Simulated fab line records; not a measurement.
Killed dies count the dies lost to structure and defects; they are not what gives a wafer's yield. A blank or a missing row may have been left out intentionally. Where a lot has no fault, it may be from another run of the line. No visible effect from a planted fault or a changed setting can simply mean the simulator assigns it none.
Tool commonality check | flow nandHarc | 6 lots and 18 wafers in the sample

WHY IT WAS OPENED
At NHARC_END_SORT_01 the reading killedAtPeriphery is flagged on 2 of 6 lots. Fault-free wafers read 4.1, with a standard deviation of 2.4.
Rule: a lot is flagged when every wafer of it that has a number lies more than 4 standard deviations from that mean, or none has a number. All remaining lots are regarded as sound.

lot  | measured     | on        | killedAtPeriphery, wafer by wafer | flag
L686 | day 24 23:40 | prober-01 | 10 6 6                            | 
L695 | day 29 04:56 | prober-01 | 394 422 415                       | FLAGGED
L697 | day 29 10:42 | prober-02 | 405 408 376                       | FLAGGED
L702 | day 30 18:16 | prober-01 | 1 1 2                             | 
L704 | day 32 04:08 | prober-01 | 1 0 1                             | 
L707 | day 33 14:46 | prober-02 | 5 2 2                             | 
Averaged over the flagged lots the numbers come to 403.3, +399.2 from the usual (+99 or more standard deviations).

EACH LOT AND THE TOOL IT RAN ON
Before the reading, the record contains 5 process steps out of a 1302-step route. Read each cell as the tool, then ch plus the chambers that the sampled wafers visited, then the start.
lot  | flag    | NHARC_P_BONDPAD_CMP_32        | NHARC_P_BONDPAD_ETCH_37           | NHARC_P_BONDPAD_ETCH_24                      | NHARC_P_BONDPAD_PRE_CLEAN_26           | NHARC_P_BONDPAD_ACTIVATE_29
L686 |         | cmp-01 ch 0,2, day 6 20:17    | rieDiel-05 ch 0,1,3, day 6 21:23  | rieDiel-08 ch 0,1,3, day 6 23:57 or earlier  | pvdSputter-01, day 6 23:57 or earlier  | rieDiel-05 ch 1,3, day 6 23:57
L695 | FLAGGED | cmp-01 ch 2,3, day 10 06:19   | rieDiel-12 ch 1,2,3, day 10 07:27 | rieDiel-05 ch 1,2, day 10 13:32 or earlier   | pvdSputter-03, day 10 13:32 or earlier | rieDiel-05 ch 1,2,3, day 10 13:32
L697 | FLAGGED | cmp-01 ch 2,3, day 10 23:01   | rieDiel-12 ch 1,3, day 11 00:08   | rieDiel-05 ch 1,2, day 11 00:39              | pvdSputter-01, day 11 05:18 or earlier | rieDiel-12 ch 1,2, day 11 05:18
L702 |         | cmp-03 ch 0,1,3, day 13 06:23 | rieDiel-08 ch 0,1,3, day 13 07:22 | rieDiel-08 ch 0,1, day 13 09:59 or earlier   | pvdSputter-03, day 13 09:59 or earlier | rieDiel-08 ch 0,3, day 13 09:59
L704 |         | cmp-03 ch 0,1,3, day 14 03:27 | rieDiel-12 ch 0,1, day 14 04:31   | rieDiel-08 ch 0,1,3, day 14 07:07 or earlier | pvdSputter-01, day 14 07:07 or earlier | rieDiel-12 ch 0,1,2, day 14 07:07
L707 |         | cmp-02 ch 1,3, day 15 08:17   | rieDiel-12 ch 0,1,3, day 15 09:23 | rieDiel-08 ch 1,2, day 15 12:21 or earlier   | pvdSputter-01, day 15 12:21 or earlier | rieDiel-05 ch 1,3, day 15 12:21
What the steps here do:
- NHARC_P_BONDPAD_CMP_32: polishes SiCN, target thk 200 nm.
- NHARC_P_BONDPAD_ETCH_37: etches the open film in N2/H2, target depth 60 nm, overetch 18 nm, time 65.91 s.
- NHARC_P_BONDPAD_ETCH_24: etches the open film in CF4/N2, target depth 30 nm, time 72.99 s.
- NHARC_P_BONDPAD_PRE_CLEAN_26: time 30 s.
- NHARC_P_BONDPAD_ACTIVATE_29: chemistry N2, time 60 s.
- NHARC_END_SORT_01

FLAGGED OVER TOTAL, TOOL BY TOOL (the gauges that took the reading come last)
step                         | tool          | lots run | flagged | share of the flagged lots | sound lots run after its first flagged lot
NHARC_P_BONDPAD_CMP_32       | cmp-01        | 3        | 2       | all                       | 0
NHARC_P_BONDPAD_CMP_32       | cmp-02        | 1        | 0       | none                      | -
NHARC_P_BONDPAD_CMP_32       | cmp-03        | 2        | 0       | none                      | -
NHARC_P_BONDPAD_ETCH_37      | rieDiel-05    | 1        | 0       | none                      | -
NHARC_P_BONDPAD_ETCH_37      | rieDiel-08    | 1        | 0       | none                      | -
NHARC_P_BONDPAD_ETCH_37      | rieDiel-12    | 4        | 2       | all                       | 2 (L704,L707)
NHARC_P_BONDPAD_ETCH_24      | rieDiel-05    | 2        | 2       | all                       | 0
NHARC_P_BONDPAD_ETCH_24      | rieDiel-08    | 4        | 0       | none                      | -
NHARC_P_BONDPAD_PRE_CLEAN_26 | pvdSputter-01 | 4        | 1       | some                      | 2 (L704,L707)
NHARC_P_BONDPAD_PRE_CLEAN_26 | pvdSputter-03 | 2        | 1       | some                      | 1 (L702)
NHARC_P_BONDPAD_ACTIVATE_29  | rieDiel-05    | 3        | 1       | some                      | 1 (L707)
NHARC_P_BONDPAD_ACTIVATE_29  | rieDiel-08    | 1        | 0       | none                      | -
NHARC_P_BONDPAD_ACTIVATE_29  | rieDiel-12    | 2        | 1       | some                      | 1 (L704)
NHARC_END_SORT_01            | prober-01     | 4        | 1       | some                      | 2 (L702,L704)
NHARC_END_SORT_01            | prober-02     | 2        | 1       | some                      | 1 (L707)
Because NHARC_P_BONDPAD_ETCH_24 lacks a start for some lots, the hours and order of its lots are taken from NHARC_P_BONDPAD_ACTIVATE_29. Because NHARC_P_BONDPAD_PRE_CLEAN_26 lacks a start for some lots, the hours and order of its lots are taken from NHARC_P_BONDPAD_ACTIVATE_29.

WHAT IS ALLOWED BY THE TABLE
All flagged lots were run by 3 table rows, namely cmp-01 at NHARC_P_BONDPAD_CMP_32, rieDiel-12 at NHARC_P_BONDPAD_ETCH_37, rieDiel-05 at NHARC_P_BONDPAD_ETCH_24.
- cmp-01 at NHARC_P_BONDPAD_CMP_32 ran 3 lots, 2 of them flagged. A fault beginning between L686 (day 6 20:17), its last sound lot, and L695 (day 10 06:19), its first flagged one, fits the data.
- rieDiel-12 at NHARC_P_BONDPAD_ETCH_37 ran 4 lots, 2 of them flagged. After the first flagged lot (L704, L707), sound lots still ran on it; a lasting fault on the whole tool would not permit that.
- rieDiel-05 at NHARC_P_BONDPAD_ETCH_24 ran 2 lots, 2 of them flagged. In this sample it ran no sound lot ahead of its first flagged lot, so there is no way to narrow down the start.
Counting lots can't tell these 2 tools apart, because each fits a fault that began at some hour. More lots, or a look at what each step does to the wafer, might.

WHAT THE SIMULATOR HAD PUT IN
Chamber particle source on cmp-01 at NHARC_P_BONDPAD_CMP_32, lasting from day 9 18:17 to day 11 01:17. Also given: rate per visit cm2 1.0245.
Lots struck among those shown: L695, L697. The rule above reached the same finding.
